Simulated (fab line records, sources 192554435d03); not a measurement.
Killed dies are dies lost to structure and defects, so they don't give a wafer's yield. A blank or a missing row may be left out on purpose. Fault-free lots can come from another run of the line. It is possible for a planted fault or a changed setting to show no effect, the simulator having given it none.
Chamber matching	flow n5-finfet	rie-diel-01 running N5_BEOL_M13_DESCUM_33: 4 sister chambers
The step chemistry O2, time 7.9 s. 4 wafers are shown with their chamber, then 9 later ones without.

== WAFERS PAIRED WITH THEIR CHAMBERS ==
wafer	chamber	showerhead-plenum-p-Torr (Torr)
L085.6	1	2.06
L084.1	2	1.98
L084.3	3	2.07
L084.4	0	2.08

== WAFERS MISSING THEIR CHAMBER ==
wafer	showerhead-plenum-p-Torr (Torr)
L087.1	1.98
L087.2	2.08
L087.3	2.07
L094.2	1.98
L094.3	2.06
L094.5	2.08
L093.1	2.07
L093.2	2.06
L093.3	1.97

== WHICH CHAMBER EACH ONE RAN IN ==
wafer	from the rows above	in truth
L087.1	2	2
L087.2	0	0
L087.3	3	3
L094.2	2	2
L094.3	1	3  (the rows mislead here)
L094.5	0	0
L093.1	3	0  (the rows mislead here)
L093.2	1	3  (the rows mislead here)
L093.3	2	2
Placed correctly: 6 of 9. From these rows, 0 cannot be placed. Placed wrongly: 3.
How it was worked out, from the rows above alone: a wafer's distance from a chamber is the root of the sum, over the readings, of the square of ((its reading less the chamber's mean) divided by the reading's scatter). The wafer belongs to the nearest chamber; if the next one is less than 2 further off, it can't be placed. For every chamber, the mean is computed from those of its wafers that are shown. The scatter: root of mean squared gap, hidden wafer to nearest shown wafer, with one shown wafer a chamber.
